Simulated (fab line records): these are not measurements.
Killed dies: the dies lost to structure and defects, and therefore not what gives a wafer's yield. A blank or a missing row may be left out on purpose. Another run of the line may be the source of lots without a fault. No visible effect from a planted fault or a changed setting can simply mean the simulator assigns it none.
8D (eight disciplines) problem report, filled in by code	flow n5Finfet	the parts of the form that need people (team, actions taken, sign-off) are left out

## 1. WHAT IS WRONG
rawDefectCount at N5_FIN_SAQP_INSPECT_18 reads a mean of 1791 on 2 wafers of 2 lots; wafers without a fault read 443 with a standard deviation of 120. That is +11 standard deviations from the usual mean.
The step: inspects for defects (brightfield).
First seen on wafer L803.2, day 5 22:37, on defectInspect-02. The record has a number at this step for 11 wafers belonging to 4 lots. The rule behind "out" and "out of limits": a value lying over 4 standard deviations away from the usual mean. All remaining wafers that have a number are taken as sound.

## 2. WHAT IT IS AND WHAT IT IS NOT
question	is	is not
which readings at this step	rawDefectCount	-
which lots	L803, L806	L794, L810
which wafers of those lots	L803.2, L806.2	L803.5, L806.5, L806.6
read on which gauges	defectInspect-02	defectInspect-01
when	from day 5 22:37	up to then (4 sound wafers); but 5 sound wafers of L806, L810 came after

## 3. WHAT RULES OUT EACH SUSPECT
Counting: if a tool at a process step up to the reading ran every lot that is out, it stays a suspect. Sound lots after the first of them don't rule it out here, since some wafers of a struck lot are sound.
- ruled out: the gauge at N5_FIN_SAQP_INSPECT_18. All the wafers that are out were read on defectInspect-02, but those of them that N5_FIN_CUT_INSPECT_10 has rows for are out there too, on other tools.
- wetBench-03 at N5_FIN_SAQP_PRECLEAN_00 (cleans in SC1, time 60 s): kept. Every lot that is out went through it, the first being L803 (day 5 21:16); the last sound lot it ran before that was L794 (day 3 14:43).
- wetBench-03, N5_FIN_SAQP_PRECLEAN_00: wafers that are out in chamber 0, sound lot-mates in chambers 1, 6, 7.
Left after counting: wetBench-03 at N5_FIN_SAQP_PRECLEAN_00.

## 4. THE CAUSE (what the simulator had put in)
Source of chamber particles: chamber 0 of wetBench-03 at N5_FIN_SAQP_PRECLEAN_00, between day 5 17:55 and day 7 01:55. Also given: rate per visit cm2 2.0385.
After counting, this tool was the only one left.

## 5. SEQUENCE OF EFFECTS, ordered by route
Rows list readings where the struck wafers' mean (over those with a number) sits beyond 3 standard deviations from the usual. Readings are gone through only where the record gives a usual standard deviation; hours: the median, over the lots, of the time from a lot's start at the first step in this table giving one to that lot's start at this step; sigmas: the change measured in usual standard deviations.
hours	step	reading	usual	on struck wafers	change	sigmas
0	N5_FIN_SAQP_INSPECT_18	rawDefectCount	443	1791	+1348	+11
5	N5_FIN_SAQP_INSPECT_40	rawDefectCount	220	1511	+1291	+23
6	N5_FIN_CUT_INSPECT_10	rawDefectCount	39	1378	+1340	+99 or more
245	N5_PASSIVATION_PROBE_49	killedAtFrontEnd	39	196	+157	+11
245	N5_PASSIVATION_PROBE_49	killedDies	100	264	+164	+9.7
The process steps in it:
- N5_PASSIVATION_PROBE_49

## 6. WHAT WOULD HAVE CAUGHT IT SOONER
Counted from the fault's start at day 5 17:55, it took 5 hours until the first out-of-limits reading at a measuring or inspecting step in this record, taken at day 5 22:37.
Tool readings at N5_FIN_SAQP_PRECLEAN_00 with a usual standard deviation given in the record: none out on any struck wafer, hence no alarm at a limit of 4 standard deviations on them.
Lots out: 2; of these, L806 started N5_FIN_SAQP_PRECLEAN_00 on wetBench-03 after day 5 22:37. It would have been spared by a hold on the tool at that moment.
